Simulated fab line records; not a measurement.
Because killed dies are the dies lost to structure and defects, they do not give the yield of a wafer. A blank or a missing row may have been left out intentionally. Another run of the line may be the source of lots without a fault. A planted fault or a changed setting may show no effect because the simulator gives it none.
A struck lot beside a sound one -- flow nand-harc -- 39 out of 1159 route steps
Sound: the wafers L436.4, L436.5, L436.6. Struck: wafers L456.1, L456.2, L456.5. The cause is named last.
Order at every step that has rows: each side's tool, ch and its chambers, its first start. Under that, the readings that differ: sound wafers -- struck wafers -- difference of the means -- sigmas: that difference in standard deviations of wafers without a fault.
alike: readings with means less than 2 such deviations apart, plus words and numbers identical on both sides. not compared: withheld readings, readings lacking a value on some wafer, bounds such as >300 that could conceal the same value, and numbers that have no deviation in the record and whose values overlap.
A row with sigmas, a row that says differs or no value, or rows on one side alone: a step with any of these is where the two part. Numbers that have no deviation but don't overlap get no sigmas and don't part them. A reading that every wafer of one side lacks parts them only if that side has two wafers or more.

first, 5 steps without rows for these wafers: NHARC_A_BONDPAD_SOFTBAKE_04 (time 70 s); NHARC_A_BONDPAD_EBR_05; NHARC_A_BONDPAD_EXPOSE_06 (exposes mask A BPAD); NHARC_A_BONDPAD_PEB_07 (peb time 80 s); NHARC_A_BONDPAD_DEVELOP_08 (time 50 s).
NHARC_A_BONDPAD_CD_MEAS_09: the cd target is 500 nm.
  sound on cd-sem-03 ch 0, day 17 10:12; struck on cd-sem-02 ch 0, day 22 22:17
  alike: cd-nm
NHARC_A_BONDPAD_OVL_MEAS_35:
  sound: overlay-01 at day 17 10:17; struck: overlay-01 at day 22 22:22
  alike: overlay-x-nm, overlay-y-nm
then, 2 steps without rows for these wafers: NHARC_A_BONDPAD_HARDBAKE_10 (time 65 s); NHARC_A_BONDPAD_DESCUM_11 (chemistry O2, time 3 s).
NHARC_A_BONDPAD_ETCH_34: etches the open film in N2/H2, target depth 60 nm, overetch 18 nm, time 65.91 s.
  sound on rie-diel-10 ch 0,1,2, day 17 10:30; struck on rie-diel-10 ch 2,3, day 22 22:35
  alike: drypump-motor-current-A, oes-product-au, rf-vpp-V, showerhead-plenum-p-Torr, throttle-valve-pct
  not compared: rf-hours-counter-h
NHARC_A_BONDPAD_ETCH_12: etches the open film in CHF3/O2, target depth 220 nm, time 110 s.
  sound on rie-diel-10 ch 2,3; struck on rie-diel-10 ch 0,1
reading,sound,struck,difference,sigmas
oes-product-au (a.u.),0.968 0.973 0.978,0.913 0.918 0.919,-0.056,-3
  alike: drypump-motor-current-A, rf-vpp-V, showerhead-plenum-p-Torr, throttle-valve-pct
  not compared: rf-hours-counter-h
NHARC_A_BONDPAD_CD_MEAS_13:
  sound: cd-sem-02 at day 17 10:44; struck: cd-sem-01 at day 22 22:48
  alike: cd-nm
NHARC_A_BONDPAD_STRIP_15: strips in O2.
  sound on rie-diel-10 ch 0,1, day 17 10:49; struck on rie-diel-10 ch 1,2,3, day 22 22:54
  alike: drypump-motor-current-A, oes-product-au, rf-vpp-V, showerhead-plenum-p-Torr, throttle-valve-pct
  not compared: rf-hours-counter-h
then, 2 steps without rows for these wafers: NHARC_A_BONDPAD_ETCH_24 (etches the open film in CF4/N2, target depth 30 nm, time 72.99 s); NHARC_A_BONDPAD_STRIP_16 (strips in post etch residue remover, time 600 s).
NHARC_A_BONDPAD_DEGAS_25: time 60 s.
  sound: pvd-sputter-03 at day 17 11:22; struck: pvd-sputter-01 at day 22 23:26
reading,sound,struck,difference,sigmas
susceptor-temp-C (C),300.22 299.99 300.07,- - -,no value on the struck wafers,
  alike: heater-power-w
then, 2 steps without rows for these wafers: NHARC_A_BONDPAD_PRE_CLEAN_26 (time 30 s); NHARC_A_BONDPAD_PVD_17 (deposits TaN, target thk 5 nm, time 8.06 s).
NHARC_A_BONDPAD_PVD_27: deposits Cu, target thk 30 nm, time 20.49 s.
  sound on pvd-sputter-03; struck on pvd-sputter-01
  alike: substrate-temp-c, throttle-valve-pct
then, 2 steps without rows for these wafers: NHARC_A_BONDPAD_ECD_18 (material Cu, target thk 400 nm); NHARC_A_BONDPAD_ANNEAL_28 (time 90 s).
NHARC_A_BONDPAD_CMP_19: polishes, t overpolish 30 s, cu recess touch 16 s, target thk 169.8 nm.
  sound on cmp-02 ch 1,2,3, day 17 12:31; struck on cmp-04 ch 0,1, day 23 00:39
  alike: motor-current-A, overpolish-run-s
NHARC_A_BONDPAD_THK_MEAS_20: measures by xrf.
  sound: film-metro-01 at day 17 12:46; struck: film-metro-02 at day 23 00:58
  alike: thk-nm
then, 6 steps without rows for these wafers: NHARC_A_BONDPAD_SRD_21 (time 30 s, dry time 20 s); NHARC_HYBRID_BOND_ACTIVATE_00 (chemistry N2, time 60 s); NHARC_HYBRID_BOND_PRECLEAN_01 (cleans in DIW, time 300 s); NHARC_HYBRID_BOND_SRD_02 (time 30 s, dry time 20 s); NHARC_HYBRID_BOND_BOND_03; NHARC_HYBRID_BOND_ANNEAL_04 (time 7200 s).
NHARC_HYBRID_BOND_OVL_MEAS_05:
  sound: overlay-02 at day 18 01:51; struck: overlay-01 at day 23 12:43
  alike: overlay-x-nm, overlay-y-nm
then, 2 steps without rows for these wafers: NHARC_THIN_TSV_GRIND_00; NHARC_THIN_TSV_CMP_01 (polishes).
NHARC_THIN_TSV_THK_MEAS_02: measures by ir.
  sound: film-metro-02 at day 18 03:33; struck: film-metro-01 at day 23 14:24
  alike: thk-nm
then, 5 steps without rows for these wafers: NHARC_THIN_TSV_SRD_03; NHARC_THIN_TSV_PRECLEAN_41 (cleans in SC1); NHARC_THIN_TSV_SRD_42; NHARC_THIN_TSV_DEP_43 (deposits SiO2, target thk 1328.5 nm); NHARC_THIN_TSV_DEHYDRATE_04 (time 120 s).
NHARC_END_SORT_01:
  sound on prober-01 ch 0, day 18 22:56; struck on prober-01 ch 0, day 24 10:46
reading,sound,struck,difference,sigmas
defect-limited-yield (%),93.5 94.5 94.4,89.1 83.9 90.1,-6.4,-5
killed-at-array,39 34 33,70 109 67,+47,+5
killed-dies,44 37 38,74 109 67,+44,+5
sort_bin_2_pct (%),2.2 1.6 1.9,4.6 6.8 4.6,+3.4,+6
sort_bin_3_pct (%),0.44 0.44 0.74,1.62 3.10 1.77,+1.62,+7
sort-n-pass,633 640 639,603 568 610,-44,-5
sort-rim-yield-pct (%),97.2 98.1 90.6,82.1 96.2 84.9,-7.6,-3
sort-yield-pct (%),93.5 94.5 94.4,89.1 83.9 90.1,-6.4,-5
  alike: killed-at-other, killed-at-periphery, killed-open, killed-short, sort_bin_4_pct

WHERE THEY PART
Earliest at NHARC_A_BONDPAD_ETCH_12; latest, in this record, at NHARC_END_SORT_01.

WHY: the cause the simulator had injected
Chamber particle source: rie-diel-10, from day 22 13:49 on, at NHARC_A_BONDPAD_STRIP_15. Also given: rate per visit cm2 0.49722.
